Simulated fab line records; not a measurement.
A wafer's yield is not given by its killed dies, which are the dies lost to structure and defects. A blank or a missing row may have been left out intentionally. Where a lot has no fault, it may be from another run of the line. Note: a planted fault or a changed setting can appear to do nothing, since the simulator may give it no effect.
A single fault, viewed from 2 desks || flow nand-harc || numbers are kept per desk, each desk with only its own; the story behind them comes last

## METROLOGY DESK
Means of the sampled wafers that have a number, per lot and without regard to the tool the lot ran on: this is what the gauges read. A lot is out of limits, marked OUT, if its mean lies more than 4 standard deviations from the usual mean; the brackets give that distance.
Columns: A = cd-nm at NHARC_A_CONTACT_CD_MEAS_15, usual 90.0 nm
{"lot": "L752", "first seen here": "day 20 20:48", "A": 90.0}
{"lot": "L751", "first seen here": "day 21 01:37", "A": 90.1}
{"lot": "L765", "first seen here": "day 23 02:05", "A": 90.0}
{"lot": "L768", "first seen here": "day 23 16:05", "A": 89.4}
{"lot": "L762", "first seen here": "day 24 07:26", "A": 90.3}
{"lot": "L772", "first seen here": "day 24 21:14", "A": 90.1}
This desk's verdict: no lot among the 6 shows anything out of limits.

## THE TOOL OWNER'S DESK: cmp-04
The tool's own readings at NHARC_A_CONTACT_CMP_20 (polishes, t overpolish 30 s, target thk 300 nm): means of the sampled wafers that have a number, for each lot that ran on this tool. A lot is out of limits, marked OUT, if its mean lies more than 4 standard deviations from the usual mean; the brackets give that distance.
Columns: A = edge-zone-pressure-frac at NHARC_A_CONTACT_CMP_20, usual 1.001; B = motor-current-A at NHARC_A_CONTACT_CMP_20, usual 12.0 A; C = overpolish-run-s at NHARC_A_CONTACT_CMP_20, usual 30.001 s; D = time-to-endpoint-s at NHARC_A_CONTACT_CMP_20, usual 60 s
{"lot": "L751", "first seen here": "day 22 04:29", "A": 0.997, "B": 11.7, "C": 29.997, "D": 63}
{"lot": "L765", "first seen here": "day 23 21:40", "A": 1.004, "B": 12.1, "C": 29.995, "D": 54}
{"lot": "L762", "first seen here": "day 25 05:04", "A": 1.000, "B": 12.1, "C": 29.991, "D": 55}
This desk's verdict: no lot among the 3 shows anything out of limits.

## TAKEN TOGETHER
From the metrology desk's view, nothing was out of limits.
The tool owner's desk saw nothing out of limits.

## WHAT WAS PUT IN BY THE SIMULATOR
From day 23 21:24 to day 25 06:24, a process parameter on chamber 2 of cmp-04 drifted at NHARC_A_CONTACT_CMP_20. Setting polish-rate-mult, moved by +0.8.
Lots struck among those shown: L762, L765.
